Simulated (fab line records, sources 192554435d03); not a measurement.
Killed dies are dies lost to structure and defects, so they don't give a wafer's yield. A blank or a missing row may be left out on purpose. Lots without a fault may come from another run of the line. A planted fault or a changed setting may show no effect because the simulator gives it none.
fab line records | flow n5_finfet
record lots=7 wafers=21 last_day=17
route steps=1938 shown BEOL_M8@1350 BEOL_M15@1830
lots that met no fault: from a run of the same line without faults
start_h: hours from the record's first day to the start of the lot's first wafer shown | wait_h: hours since the lot's step before | " the same as in the row above | L1.1+2: a row that stands for several wafers | - no value, or no start given | * or withheld: withheld | < > ~ a bound
route shown NAME@n: a module of which the file shows steps, and the number in the route of the first | usual: mean/standard deviation of fault-free wafers | same: alike in all rows | chamber/n: place in a boat | sites: the reading at each site | _std_site: their standard deviation | _edge_site: outer sites' mean less inner sites' | radius_mm: how far each site lies from the wafer's centre | mask NAME#n: copy n | behind: the tool/chamber that last shaped the wafer | hold: why the lot was held/for how many hours/how that ended | device: the transistor (n, p or np) that didn't switch | end of line: the same wafers' tests at the end of the route | a step without rows: its recipe alone | killed: dies lost to structure and defects at the first sort, not the wafer's yield | map: a wafer's dies, x killed, . not, _ none there
set.NAME: the setting as run; set.NAME@STEP: as run at that earlier step | model.NAME: the simulator's own value behind a step, which no gauge read
steps of the route over a sample of lots; a table a step, a row a wafer
services: from which hour (start_h, from the record's first day; less than 0 if before it) a tool's chamber was out of use, for how many hours, and why
## steps
# step N5_BEOL_M8_ETCH_62
# recipe chemistry=N2/H2 target=SOC target_depth_a=1100 overetch_a=220 mask_material=SiARC temp_c=40 time_s=165 ion_energy_ev=200 pressure_mtorr=30 source_w=840 bias_w=150 n2_flow_sccm=200 h2_flow_sccm=200
# usual drypump_motor_current_A=5.8/0.38 oes_product_au=0.69/0.061 rf_vpp_V=525.1/2.4 showerhead_plenum_p_Torr=2.59/0.077 throttle_valve_pct=17.62/0.25
# columns lot.wafer tool chamber start_h wait_h drypump_motor_current_A oes_product_au rf_hours_counter_h rf_vpp_V showerhead_plenum_p_Torr throttle_valve_pct
L649.3 rie_diel-05 3 245.98 0.0 5.9 0.83 1 524.1 2.51 17.57
L649.5 " 0 " " 5.1 0.72 - 529.8 2.70 17.87
L649.6 " 1 " " 5.7 0.62 - 527.3 2.65 17.64
L651.1 rie_diel-06 0 255.78 0.0 5.9 0.61 181 524.0 2.53 17.68
L651.4 " 2 " " 5.7 0.63 181 521.5 2.43 17.89
L651.5 " 0 " " 5.9 0.61 - 523.0 2.53 17.68
L652.1 rie_diel-06 1 279.87 0.0 6.5 0.70 96 528.7 2.68 17.78
L652.2 " 2 " " 5.7 0.62 189 522.0 2.43 17.89
L652.6 " 2 " " 5.7 0.63 - 520.0 2.43 17.90
L655.1 rie_diel-04 2 289.06 0.0 6.0 0.66 131 524.5 2.55 18.09
L655.2 " 0 " " 5.5 0.69 89 523.7 2.56 17.66
L655.3 " 1 " " 6.0 0.69 99 524.3 2.57 17.44
L662.1 rie_diel-04 0 331.21 0.0 5.4 0.68 103 525.2 2.56 17.68
L662.3 " 1 " " 6.0 0.67 114 524.4 2.56 17.47
L662.4 " 2 " " 5.9 0.64 145 524.1 2.55 18.11
L664.1 rie_diel-04 1 340.35 0.0 6.0 0.67 117 524.7 2.56 17.45
L664.3 " 2 " " 5.9 0.64 148 523.9 2.55 18.12
L664.6 " 1 " " 6.0 0.66 - 523.8 2.56 17.48
L665.3 rie_diel-05 3 347.72 0.0 5.9 0.74 38 522.9 2.49 17.63
L665.4 " 3 " " 5.9 0.73 - 522.9 2.49 17.63
L665.6 " 1 " " 5.7 0.59 - 526.9 2.63 17.71
# step N5_BEOL_M8_OVL_MEAS_29
# recipe points_per_wafer=522
# usual V7_OVL=0.1/0.6
# columns lot.wafer tool chamber start_h wait_h V7_OVL[nm]
L649.3 overlay-01 0 248.77 0.0 -0.4
L649.5 " 0 " " 0.7
L649.6 " 0 " " -0.4
L651.1 overlay-02 0 256.58 0.0 0.5
L651.4 " 0 " " -0.6
L651.5 " 0 " " -0.3
L652.1 overlay-01 0 281.58 0.0 -0.1
L652.2 " 0 " " -0.2
L652.6 " 0 " " -0.5
L655.1 overlay-02 0 291.97 0.0 -0.4
L655.2 " 0 " " 0.0
L655.3 " 0 " " 0.5
L662.1 overlay-02 0 335.78 0.0 -0.4
L662.3 " 0 " " 0.1
L662.4 " 0 " " 0.6
L664.1 overlay-02 0 341.87 0.0 0.1
L664.3 " 0 " " 0.0
L664.6 " 0 " " -0.6
L665.3 overlay-01 0 348.56 0.0 1.0
L665.4 " 0 " " -0.4
L665.6 " 0 " " -1.1
# step N5_BEOL_M8_ETCH_72
# recipe chemistry=N2/H2 target=underlayer target_depth_a=65 mask_material=CAR-EUV time_s=5.2 ion_energy_ev=200 pressure_mtorr=30 source_w=840 bias_w=150 n2_flow_sccm=200 h2_flow_sccm=200 ends=cleared
# usual drypump_motor_current_A=5.8/0.42 etch_rf_on_time_s=5.20/0.059 oes_product_au=0.68/0.064 rf_vpp_V=524.9/2.7 showerhead_plenum_p_Torr=2.59/0.086 throttle_valve_pct=17.67/0.24
# columns lot.wafer tool chamber start_h wait_h drypump_motor_current_A etch_rf_on_time_s oes_product_au rf_hours_counter_h rf_vpp_V showerhead_plenum_p_Torr throttle_valve_pct
L649.3 rie_diel-06 1 249.41 0.0 6.5 5.26 0.71 90 528.9 2.68 17.80
L649.5 " 2 " " 5.7 5.22 0.64 - 518.7 2.43 17.90
L649.6 " 0 " " 5.9 5.29 0.60 - 525.3 2.53 17.69
L651.1 rie_diel-05 3 256.75 0.0 5.9 5.25 0.82 5 522.5 2.50 17.62
L651.4 " 1 " " 5.7 5.23 0.61 168 526.7 2.65 17.69
L651.5 " 1 " " 5.6 5.17 0.61 - 525.2 2.65 17.68
L652.1 rie_diel-06 1 281.71 0.0 6.5 5.25 0.71 97 530.0 2.68 17.81
L652.2 " 0 " " 5.9 5.28 0.60 190 523.9 2.52 17.74
L652.6 " 3 " " 6.6 5.14 0.82 - 530.5 2.72 17.24
L655.1 rie_diel-06 3 292.09 0.0 6.6 5.11 0.80 14 528.7 2.71 17.21
L655.2 " 1 " " 6.5 5.31 0.68 101 527.2 2.68 17.83
L655.3 " 0 " " 5.9 5.21 0.60 194 523.5 2.52 17.72
L662.1 rie_diel-04 0 335.91 0.0 5.4 5.28 0.67 104 522.9 2.55 17.74
L662.3 " 2 " " 5.9 5.18 0.65 147 527.2 2.55 18.15
L662.4 " 3 " " 5.6 5.09 0.72 64 524.4 2.58 17.56
L664.1 rie_diel-04 1 342.00 0.0 6.0 5.15 0.68 117 524.6 2.56 17.49
L664.3 " 0 " " 5.4 5.20 0.68 106 524.0 2.55 17.73
L664.6 " 3 " " 5.6 5.08 0.73 - 523.8 2.58 17.53
L665.3 rie_diel-05 3 348.67 0.0 5.9 5.18 0.74 39 523.1 2.49 17.66
L665.4 " 3 " " 5.9 5.15 0.75 - 523.0 2.49 17.65
L665.6 " 1 " " 5.7 5.23 0.59 - 526.1 2.63 17.74
# step N5_BEOL_M8_TRENCH_ETCH_37
# recipe chemistry=C4F6/O2 target_depth_a=934.78 target=SiCOH_lowk time_s=31.2 ion_energy_ev=250 pressure_mtorr=30 source_w=345 bias_w=185 Ar_flow_sccm=300 C4F6_flow_sccm=10 O2_flow_sccm=10
# usual drypump_motor_current_A=5.8/0.42 oes_o_777_au=0.80/0.074 oes_product_au=0.80/0.077 rf_vpp_V=667/6.3 showerhead_plenum_p_Torr=2.89/0.091 throttle_valve_pct=20.73/0.24
# columns lot.wafer tool chamber start_h wait_h drypump_motor_current_A oes_o_777_au oes_product_au rf_hours_counter_h rf_vpp_V showerhead_plenum_p_Torr throttle_valve_pct
L649.3 rie_diel-06 1 249.65 - 6.4 0.83 0.83 90 666 2.99 20.85
L649.5 " 2 " " 5.6 0.74 0.75 - 661 2.72 20.98
L649.6 " 0 " " 5.9 0.72 0.71 - 657 2.83 20.75
L651.1 rie_diel-05 3 256.99 - 5.9 0.95 0.95 5 671 2.80 20.72
L651.4 " 1 " " 5.7 0.70 0.72 169 673 2.95 20.75
L651.5 " 1 " " 5.7 0.70 0.71 - 673 2.95 20.75
L652.1 rie_diel-06 1 281.95 - 6.4 0.82 0.83 97 666 2.98 20.85
L652.2 " 0 " " 5.9 0.71 0.70 190 655 2.82 20.77
L652.6 " 3 " " 6.6 0.94 0.96 - 674 3.02 20.21
L655.1 rie_diel-06 3 292.33 - 6.6 0.93 0.96 14 673 3.01 20.24
L655.2 " 1 " " 6.4 0.82 1.02 101 665 2.98 20.92
L655.3 " 0 " " 5.9 0.72 0.71 194 656 2.82 20.80
L662.1 rie_diel-04 0 336.15 - 5.4 0.79 0.80 104 682 2.87 20.92
L662.3 " 2 " " 5.9 0.76 0.77 147 669 2.85 21.18
L662.4 " 3 " " 5.6 0.84 0.84 64 669 2.88 20.63
L664.1 rie_diel-04 1 342.23 - 6.0 0.79 0.79 117 667 2.87 20.60
L664.3 " 0 " " 5.4 0.80 0.80 106 682 2.87 20.91
L664.6 " 3 " " 5.6 0.83 0.84 - 669 2.88 20.61
L665.3 rie_diel-05 3 348.91 - 5.9 0.86 0.87 39 668 2.79 20.77
L665.4 " 3 " " 5.9 0.87 0.87 - 667 2.79 20.75
L665.6 " 1 " " 5.7 0.68 0.69 - 672 2.94 20.79
# step N5_BEOL_M8_OCD_MEAS_38
# usual trench_depth_nm=93.5/1
# columns lot.wafer tool chamber start_h wait_h trench_depth_nm
L649.3 ocd-02 - 249.81 - 92.4
L649.5 " - " " 93.6
L649.6 " - " " 91.9
L651.1 ocd-01 - 257.15 - 93.5
L651.4 " - " " 93.5
L651.5 " - " " 92.9
L652.1 ocd-01 - 282.10 - 93.6
L652.2 " - " " 93.4
L652.6 " - " " 96.1
L655.1 ocd-01 - 292.49 - 96.9
L655.2 " - " " 130.6
L655.3 " - " " 93.3
L662.1 ocd-02 - 336.31 - 92.9
L662.3 " - " " 94.4
L662.4 " - " " 93.7
L664.1 ocd-02 - 342.40 - 93.1
L664.3 " - " " 92.8
L664.6 " - " " 94.7
L665.3 ocd-02 - 349.07 - 93.1
L665.4 " - " " 93.8
L665.6 " - " " 92.3
# step N5_BEOL_M8_THK_MEAS_53
# recipe thk_meas_gauge=xrf reads=Cu_of_BEOL_M8_ECD_50
# usual M8_THK=80.3/1.4
# columns lot.wafer tool chamber start_h wait_h M8_THK[nm]
L649.3 film_metro-02 - 253.56 - 80.8
L649.5 " - " " 80.5
L649.6 " - " " 79.2
L651.1 film_metro-01 - 261.36 - 80.1
L651.4 " - " " 80.1
L651.5 " - " " 80.0
L652.1 film_metro-02 - 285.64 - 82.4
L652.2 " - " " 81.1
L652.6 " - " " 83.3
L655.1 film_metro-01 - 295.94 - 82.3
L655.2 " - " " 115.7
L655.3 " - " " 77.9
L662.1 film_metro-01 - 338.86 - 80.1
L662.3 " - " " 82.1
L662.4 " - " " 81.0
L664.1 film_metro-02 - 344.88 - 81.1
L664.3 " - " " 81.6
L664.6 " - " " 81.6
L665.3 film_metro-02 - 352.78 - 80.9
L665.4 " - " " 81.2
L665.6 " - " " 77.9
# step N5_BEOL_M8_RS_MEAS_57
# recipe thk_meas_gauge=four-point-probe reads=Cu_of_BEOL_M8_ECD_50+Co_of_BEOL_M8_CVD_78+TaN_of_BEOL_M8_ALD_77
# usual M8_RS=0.288/0.0056
# columns lot.wafer tool chamber start_h wait_h M8_RS[ohm/sq]
L649.3 film_metro-01 - 253.70 0.1 0.284
L649.5 " - " " 0.285
L649.6 " - " " 0.290
L651.1 film_metro-01 - 261.49 0.1 0.289
L651.4 " - " " 0.292
L651.5 " - " " 0.293
L652.1 film_metro-01 - 285.77 0.1 0.284
L652.2 " - " " 0.289
L652.6 " - " " 0.282
L655.1 film_metro-01 - 296.07 0.1 0.274
L655.2 " - " " 0.186
L655.3 " - " " 0.294
L662.1 film_metro-01 - 338.99 0.1 0.288
L662.3 " - " " 0.279
L662.4 " - " " 0.285
L664.1 film_metro-02 - 345.01 0.1 0.285
L664.3 " - " " 0.282
L664.6 " - " " 0.284
L665.3 film_metro-01 - 352.91 0.1 0.284
L665.4 " - " " 0.284
L665.6 " - " " 0.299
# step N5_BEOL_M15_RC_MEAS_101
# usual COMB_M10=1.4e-11/3.2e-12 COMB_M11=1.4e-11/3.1e-12 COMB_M11_max_site=2e-11/5.3e-12 COMB_M12=6.3e-12/1.4e-12 COMB_M13=4.3e-12/9.4e-13 COMB_M14=3.3e-12/8.2e-13 COMB_M15=2.3e-12/5.4e-13 COMB_M5=3.6e-11/6.7e-12 COMB_M6=2.4e-11/5e-12 COMB_M7=2.5e-11/4.8e-12 COMB_M9=1.4e-11/3.1e-12 SERP_M10=3.08/0.059 SERP_M11=3.04/0.058 SERP_M12=0.632/0.011 SERP_M13=0.309/0.0048 SERP_M14=0.1610/0.0025 SERP_M5=38.3/1.3 SERP_M6=13.8/0.44 SERP_M7=13.9/0.4 SERP_M8=14.0/0.42 SERP_M8_max_site=14.6/0.48 SERP_M9=3.06/0.068
# columns lot.wafer tool chamber start_h wait_h COMB_M10[S/m] COMB_M11[S/m] COMB_M11_max_site[S/m] COMB_M12[S/m] COMB_M13[S/m] COMB_M14[S/m] COMB_M15[S/m] COMB_M5[S/m] COMB_M6[S/m] COMB_M7[S/m] COMB_M9[S/m] SERP_M10[ohm/um] SERP_M11[ohm/um] SERP_M12[ohm/um] SERP_M13[ohm/um] SERP_M14[ohm/um] SERP_M5[ohm/um] SERP_M6[ohm/um] SERP_M7[ohm/um] SERP_M8[ohm/um] SERP_M8_max_site[ohm/um] SERP_M9[ohm/um]
L649.3 prober-02 0 302.25 0.3 1e-11 1.4e-11 1.9e-11 6.8e-12 2.6e-12 2.3e-12 3.1e-12 3.4e-11 2.2e-11 2.5e-11 8e-12 3.13 2.94 0.636 0.316 0.1616 37.8 13.7 14.2 13.7 14.4 3.12
L649.5 " 0 " " 1.1e-11 1.4e-11 1.9e-11 5.6e-12 3.9e-12 2.2e-12 3.3e-12 3.3e-11 2.5e-11 2.8e-11 9e-12 2.99 3.00 0.640 0.312 0.1602 37.3 13.8 13.6 14.1 14.4 3.04
L649.6 " 0 " " 1.5e-11 1.6e-11 2.2e-11 6.9e-12 4.9e-12 2.6e-12 1.7e-12 4.2e-11 1.5e-11 2.2e-11 9e-12 3.18 3.05 0.630 0.313 0.1585 35.4 13.7 13.7 14.3 14.7 3.07
L651.1 prober-02 0 309.68 0.0 1.5e-11 2.4e-11 3.5e-11 4.2e-12 5.7e-12 2.4e-12 1.8e-12 3e-11 2.7e-11 3e-11 1.5e-11 3.07 3.03 0.626 0.308 0.1568 39.2 13.4 14.2 13.5 13.9 3.11
L651.4 " 0 " " 1.4e-11 2.1e-11 3.3e-11 6.8e-12 3.8e-12 3.2e-12 1.2e-12 2.7e-11 2.8e-11 2e-11 1.1e-11 3.12 3.14 0.634 0.313 0.1621 40.0 13.3 14.2 14.0 14.4 3.07
L651.5 " 0 " " 1.6e-11 1.6e-11 2.4e-11 6e-12 4.7e-12 2.4e-12 1.5e-12 2.7e-11 2.5e-11 1.9e-11 1.4e-11 3.06 3.07 0.614 0.312 0.1576 38.8 13.2 14.0 13.9 14.5 3.06
L652.1 prober-02 0 341.41 0.0 1.6e-11 1.3e-11 1.5e-11 7.4e-12 2.7e-12 2.5e-12 2.5e-12 4.7e-11 2e-11 2.4e-11 2e-11 3.05 2.99 0.642 0.307 0.1658 39.5 14.1 14.3 13.6 14.0 3.18
L652.2 " 0 " " 1.4e-11 1.1e-11 1.3e-11 4.9e-12 5.4e-12 2.4e-12 2.4e-12 3.5e-11 2.4e-11 2.1e-11 1.4e-11 3.09 3.03 0.631 0.303 0.1608 37.2 13.6 14.1 14.5 15.0 3.07
L652.6 " 0 " " 1.3e-11 1.1e-11 1.5e-11 6.3e-12 5e-12 3.1e-12 1.5e-12 4.3e-11 2.3e-11 2.2e-11 1.2e-11 3.09 3.09 0.637 0.307 0.1639 39.4 14.2 14.6 13.8 14.8 3.18
L655.1 prober-02 0 346.38 0.0 1.4e-11 1.1e-11 1.5e-11 5.9e-12 4.7e-12 3.3e-12 3.5e-12 2.7e-11 1.9e-11 2.6e-11 1.2e-11 3.01 3.01 0.632 0.314 0.1649 37.9 13.0 14.5 13.3 13.9 3.16
L655.2 " 0 " " 1.6e-11 1.1e-11 2.5e-11 5.8e-12 6.3e-12 4.4e-12 2.2e-12 4.5e-11 1.7e-11 2e-11 1.3e-11 3.19 2.95 0.639 0.308 0.1632 38.3 13.5 13.8 9.1 9.7 3.20
L655.3 " 0 " " 1.2e-11 1.2e-11 1.6e-11 5e-12 6.4e-12 5.3e-12 1.9e-12 3.5e-11 2.3e-11 2e-11 1.6e-11 3.12 3.17 0.644 0.304 0.1630 37.3 13.5 14.0 14.3 14.6 3.07
L662.1 prober-01 0 383.59 0.0 1.3e-11 1.7e-11 3e-11 7e-12 6e-12 3.8e-12 2.5e-12 4.1e-11 2e-11 2.4e-11 1.4e-11 3.15 3.10 0.601 0.302 0.1637 38.8 13.8 13.6 14.0 14.6 2.97
L662.3 " 0 " " 1.7e-11 1e-11 2.1e-11 5.5e-12 4.2e-12 3e-12 2.6e-12 3.7e-11 2.2e-11 2.2e-11 1e-11 3.07 3.16 0.618 0.305 0.1613 38.6 14.0 14.0 13.6 14.4 3.01
L662.4 " 0 " " 1.2e-11 1.1e-11 1.5e-11 5.4e-12 4.2e-12 3.5e-12 1.7e-12 5.3e-11 2.8e-11 2.5e-11 9e-12 3.19 3.08 0.607 0.304 0.1601 37.3 13.5 13.8 14.0 14.4 2.93
L664.1 prober-01 0 397.30 0.0 1.1e-11 1.1e-11 1.2e-11 8.1e-12 3.8e-12 3.5e-12 3.1e-12 3.8e-11 1.8e-11 3e-11 2e-11 3.06 2.98 0.626 0.303 0.1591 39.7 13.7 13.9 14.1 14.3 2.98
L664.3 " 0 " " 1e-11 1e-11 1.2e-11 3.9e-12 5.7e-12 4.6e-12 2.4e-12 3.3e-11 2.6e-11 2.1e-11 1.5e-11 3.08 2.96 0.629 0.305 0.1554 39.1 14.0 13.8 13.7 14.5 3.06
L664.6 " 0 " " 1.4e-11 9e-12 1.3e-11 6.4e-12 4.7e-12 3.3e-12 1.7e-12 3.5e-11 1.8e-11 2e-11 2.2e-11 3.18 3.00 0.633 0.309 0.1599 39.7 14.5 13.1 14.1 14.5 2.96
L665.3 prober-02 0 401.05 0.5 1.4e-11 1.3e-11 2.1e-11 4.7e-12 3.5e-12 3.2e-12 2.1e-12 5.3e-11 2e-11 3.1e-11 1.4e-11 3.11 2.96 0.632 0.309 0.1621 36.7 13.5 13.4 13.8 14.5 3.01
L665.4 " 0 " " 1.8e-11 1.5e-11 1.9e-11 5e-12 3.9e-12 4.9e-12 2.5e-12 4.6e-11 2.7e-11 2.2e-11 1.6e-11 3.10 3.02 0.622 0.307 0.1601 37.9 14.0 13.7 13.3 14.0 3.11
L665.6 " 0 " " 1.6e-11 1.6e-11 2.2e-11 5.9e-12 4.2e-12 4.7e-12 2.2e-12 3.5e-11 2.1e-11 2.1e-11 1.6e-11 3.11 3.02 0.628 0.302 0.1587 38.0 14.1 12.8 14.7 15.4 3.13
# sites SERP_M8 radius_mm=0,75,75,75,75,140,140,140,140
L649.3 14.2 14.0 13.5 14.4 14.0 13.5 13.7 13.6 13.5
L651.1 13.5 13.4 13.4 13.5 13.1 13.6 13.8 13.9 13.4
L652.1 13.8 13.8 13.6 13.7 14.0 13.2 13.5 13.4 13.5
L655.1 12.4 13.0 12.8 12.9 13.3 13.3 13.9 13.8 13.6
L662.1 13.7 13.4 14.1 13.9 14.0 14.1 14.6 13.8 14.3
L664.1 14.3 14.1 14.1 14.1 14.2 13.4 13.3 13.5 13.4
L665.3 13.1 13.5 13.5 13.8 13.6 13.8 14.1 13.9 14.5
## services
# columns tool chamber start_h hours kind
rie_diel-06 3 228.27 - clean
rie_diel-06 3 228.27 - consumable_replace:focus_ring
rie_diel-06 3 228.27 - consumable_replace:showerhead
rie_diel-06 3 228.27 22.3 scheduled_down
rie_diel-06 3 228.27 22.3 vent_cycle
rie_diel-04 0 314.36 2.7 repair
rie_diel-05 0 344.58 14.1 repair
## key
first_sign step=N5_BEOL_M8_OCD_MEAS_38 reading=trench_depth_nm direction=up sigmas=36 usual=93.5 struck=130.6
effect step=N5_BEOL_M8_THK_MEAS_53 reading=M8_THK direction=up sigmas=25 usual=80.3 struck=115.7
effect step=N5_BEOL_M8_RS_MEAS_57 reading=M8_RS direction=down sigmas=18 usual=0.288 struck=0.186
effect step=N5_BEOL_M15_RC_MEAS_101 reading=SERP_M8 direction=down sigmas=12 usual=14.0 struck=9.1
met_at N5_BEOL_M8_TRENCH_ETCH_37
struck_lots L655
struck_wafers L655.2
not_acting_at N5_BEOL_M8_ETCH_62,N5_BEOL_M8_OVL_MEAS_29,N5_BEOL_M8_ETCH_72
onset_between 281.95 292.33
fault kind=process_parameter_drift tool=rie_diel-06 chamber=- onset_h=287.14 steps=N5_BEOL_M8_TRENCH_ETCH_37 channel=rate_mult offset=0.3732 shape=step end_h=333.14 scope=struck_wafers_only
